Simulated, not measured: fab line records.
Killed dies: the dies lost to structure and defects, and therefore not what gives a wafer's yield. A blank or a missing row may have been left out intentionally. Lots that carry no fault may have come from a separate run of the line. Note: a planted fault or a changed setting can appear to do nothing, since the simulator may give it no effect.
Chamber matching    flow nand_harc    NHARC_A_CHANNEL_FILL_D1_ALD_02 on ald_hk-02: 4 sister chambers
The step deposits SiO2, target thk 6 nm, pulse time 10 s, ald cycles 60. 4 wafers are shown with their chamber, then 7 later ones without.

EACH WAFER AND ITS CHAMBER
wafer   chamber  heater_power_w (W)
L651.1  0        451
L651.5  3        482
L652.1  2        440
L652.2  1        427

WAFERS WITHOUT THEIR CHAMBER
wafer   heater_power_w (W)
L652.5  435
L653.3  450
L653.5  454
L653.6  492
L654.1  457
L654.3  499
L654.6  492

THE CHAMBER EACH PASSED THROUGH
wafer   from the rows above           in truth
L652.5  can't be placed: 2 or 1 or 0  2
L653.3  can't be placed: 0 or 2       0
L653.5  can't be placed: 0 or 2       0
L653.6  3                             3
L654.1  can't be placed: 0 or 2       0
L654.3  3                             3
L654.6  3                             3
Placed correctly: 3 of 7. Can't be placed from these rows: 4 (the true chamber is among the candidates in 4). 0 placed wrongly.
How it was worked out, from the rows above alone: a wafer's distance from a chamber is the root of the sum, over the readings, of the square of ((its reading less the chamber's mean) divided by the reading's scatter). The wafer belongs to the nearest chamber; if the next one is less than 2 further off, it can't be placed. The mean given for a chamber averages the wafers shown for that chamber. The scatter: with one shown wafer a chamber, the root of the mean of the squares of how far each hidden wafer lies from its nearest shown one.
